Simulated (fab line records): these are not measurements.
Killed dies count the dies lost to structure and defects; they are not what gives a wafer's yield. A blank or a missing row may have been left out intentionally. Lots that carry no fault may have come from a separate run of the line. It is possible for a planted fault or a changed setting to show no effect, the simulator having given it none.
Struck lot and sound lot, side by side | flow nand harc | 15 out of 1302 route steps
Sound: the wafers L675.3, L675.4, L675.6. Wafers L667.1, L667.2, L667.3 were the ones struck. Last of all comes the cause.
For every step that has rows: the tool of each side, followed by ch and its chambers, followed by its first start. Under that, the readings that differ: sound wafers | struck wafers | difference of the means | sigmas: that difference in standard deviations of wafers without a fault.
alike: words and numbers the same on both sides, and readings whose means are apart by under 2 such deviations; not compared: readings that were withheld, readings missing a value for some wafer, numbers with overlapping values and no deviation given by the record, and bounds like >300 which may hide the same value.
The two part at a step that has a row with sigmas, a row that says differs or no value, or rows on one side only. Non-overlapping numbers with no deviation appear without sigmas and do not part them. A reading that every wafer of one side lacks parts them only if that side has two wafers or more.

first, 7 steps without rows for these wafers: NHARC_A_CHANNEL_HOLE_D1_COAT_37 (time 65 s); NHARC_A_CHANNEL_HOLE_D1_COAT_04 (resist thk 90 nm); NHARC_A_CHANNEL_HOLE_D1_SOFTBAKE_05 (time 55 s); NHARC_A_CHANNEL_HOLE_D1_EBR_06; NHARC_A_CHANNEL_HOLE_D1_EXPOSE_07 (exposes mask HOLE D1, target cd 100 nm); NHARC_A_CHANNEL_HOLE_D1_PEB_08 (peb time 65 s); NHARC_A_CHANNEL_HOLE_D1_DEVELOP_09 (develop time 35 s).
NHARC_A_CHANNEL_HOLE_D1_CD_MEAS_10 targets a cd of 100 nm.
  sound on cd sem-03 ch 0, day 17 01:38; struck on cd sem-01 ch 0, day 13 22:19
  alike: cd nm
NHARC_A_CHANNEL_HOLE_D1_OVL_MEAS_11:
  sound on overlay-01, day 17 01:43; struck on overlay-02, day 13 22:25
  alike: overlay x nm, overlay y nm
NHARC_A_CHANNEL_HOLE_D1_INSPECT_12:
  sound on defect inspect-02, day 17 01:45; struck on defect inspect-01, day 13 22:26
  reading          | sound | struck | difference | sigmas
  raw defect count | 6 1 5 | 15 9 5 | +6         | +2
NHARC_A_CHANNEL_HOLE_D1_DESCUM_15: chemistry O2, time 3 s.
  sound on rie diel-12 ch 1,2,3, day 17 01:49; struck on rie diel-12 ch 0,2,3, day 13 22:31
  alike: drypump motor current A, mfc ar sccm, oes product au, rf vpp V, showerhead plenum p Torr, throttle valve pct
  not compared: rf hours counter h
NHARC_A_CHANNEL_HOLE_D1_ETCH_38: etches the open film in CF4, target depth 39 nm, time 65 s.
  sound on rie diel-12 ch 0,1,3, day 17 01:54; struck on rie diel-12 ch 0,1,3, day 13 22:36
  alike: drypump motor current A, mfc ar sccm, oes product au, over etch frac, rf fwd power W, rf vpp V, showerhead plenum p Torr, throttle valve pct
  not compared: rf hours counter h
NHARC_A_CHANNEL_HOLE_D1_ETCH_39: etches the open film in N2/H2, target depth 260 nm, time 325 s.
  sound on rie diel-12 ch 2,3, day 17 02:01; struck on rie diel-12 ch 0,2,3, day 13 22:41
  reading        | sound       | struck                  | difference | sigmas
  over etch frac | 0.3 0.3 0.3 | 0.27089 0.27089 0.27089 | -0.02911   |
  alike: drypump motor current A, mfc ar sccm, n2 flow sccm, oes product au, rf fwd power W, rf vpp V, showerhead plenum p Torr, throttle valve pct
  not compared: rf hours counter h
NHARC_A_CHANNEL_HOLE_D1_ETCH_34: etches the open film in CF4/CHF3, target depth 154 nm, time 77 s.
  sound: rie diel-12 ch 1,3; struck: rie diel-12 ch 0,1,2
  reading               | sound             | struck            | difference | sigmas
  oes product au (a.u.) | 0.919 0.910 0.906 | 0.974 0.946 0.969 | +0.051     | +2
  alike: drypump motor current A, mfc ar sccm, rf fwd power W, rf vpp V, showerhead plenum p Torr, throttle valve pct
  not compared: rf hours counter h
next, for these wafers, 1 step has no rows: NHARC_END_SORT_01.

WHERE THEY PART
Earliest at NHARC_A_CHANNEL_HOLE_D1_INSPECT_12; latest, in this record, at NHARC_A_CHANNEL_HOLE_D1_ETCH_34.

WHY: the cause the simulator had injected
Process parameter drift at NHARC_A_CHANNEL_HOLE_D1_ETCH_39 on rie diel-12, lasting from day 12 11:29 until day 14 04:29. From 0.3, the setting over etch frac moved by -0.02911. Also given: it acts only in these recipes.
